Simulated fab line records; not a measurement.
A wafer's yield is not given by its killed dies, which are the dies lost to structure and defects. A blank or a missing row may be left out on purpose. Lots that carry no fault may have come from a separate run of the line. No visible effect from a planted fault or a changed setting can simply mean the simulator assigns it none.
Chamber matching :: flow n5Finfet :: N5_BEOL_M3_CO_CAP_55 on cvdCo-02 has 3 sister chambers
The step material Co, precursor CCTBA/H2, target thk 2 nm, time 102.1 s. 14 wafers are shown with their chamber, then 6 later ones without.

== WAFERS, EACH WITH ITS CHAMBER ==
wafer: L345.1
chamber: 0
heaterPowerW (W): 263

wafer: L345.5
chamber: 1
heaterPowerW (W): 240

wafer: L346.3
chamber: 2
heaterPowerW (W): 247

wafer: L346.4
chamber: 1
heaterPowerW (W): 242

wafer: L346.6
chamber: 0
heaterPowerW (W): 268

wafer: L353.1
chamber: 2
heaterPowerW (W): 233

wafer: L353.3
chamber: 0
heaterPowerW (W): 257

wafer: L353.5
chamber: 2
heaterPowerW (W): 235

wafer: L359.2
chamber: 1
heaterPowerW (W): 241

wafer: L359.4
chamber: 2
heaterPowerW (W): 234

wafer: L359.6
chamber: 1
heaterPowerW (W): 245

wafer: L361.1
chamber: 1
heaterPowerW (W): 241

wafer: L361.2
chamber: 2
heaterPowerW (W): 236

wafer: L361.6
chamber: 2
heaterPowerW (W): 243

SIGNATURES (averages over the wafers above)
reading: heaterPowerW
chamber 0: 262.67
chamber 1: 241.80
chamber 2: 238.00
scatter within a chamber: 4.63
Rule: for each reading, subtract the chamber's mean from the wafer's reading, divide by that reading's scatter and square the result; add these up over the readings and take the root, which gives the wafer's distance from the chamber. If the next closest chamber is less than 2 further off than the closest, the wafer can't be placed; otherwise it belongs to the closest. How the scatter is found: for the shown wafers, subtract from each reading the mean of its chamber, square and add these, divide the total by (wafers less chambers), then take the root.

== WAFERS WITH NO CHAMBER GIVEN ==
wafer: L363.2
heaterPowerW (W): 246

wafer: L363.4
heaterPowerW (W): 232

wafer: L363.5
heaterPowerW (W): 243

wafer: L366.1
heaterPowerW (W): 238

wafer: L366.2
heaterPowerW (W): 242

wafer: L366.3
heaterPowerW (W): 263

== THE CHAMBER EACH PASSED THROUGH ==
wafer: L363.2
from the rows above: can't be placed: 1 or 2
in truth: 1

wafer: L363.4
from the rows above: can't be placed: 2 or 1
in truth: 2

wafer: L363.5
from the rows above: can't be placed: 1 or 2
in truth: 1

wafer: L366.1
from the rows above: can't be placed: 2 or 1
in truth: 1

wafer: L366.2
from the rows above: can't be placed: 1 or 2
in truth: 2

wafer: L366.3
from the rows above: 0
in truth: 0
Correctly placed: 1 of 6. These rows do not allow placing 5 (true chamber among the candidates in 5). Number placed wrongly: 0.
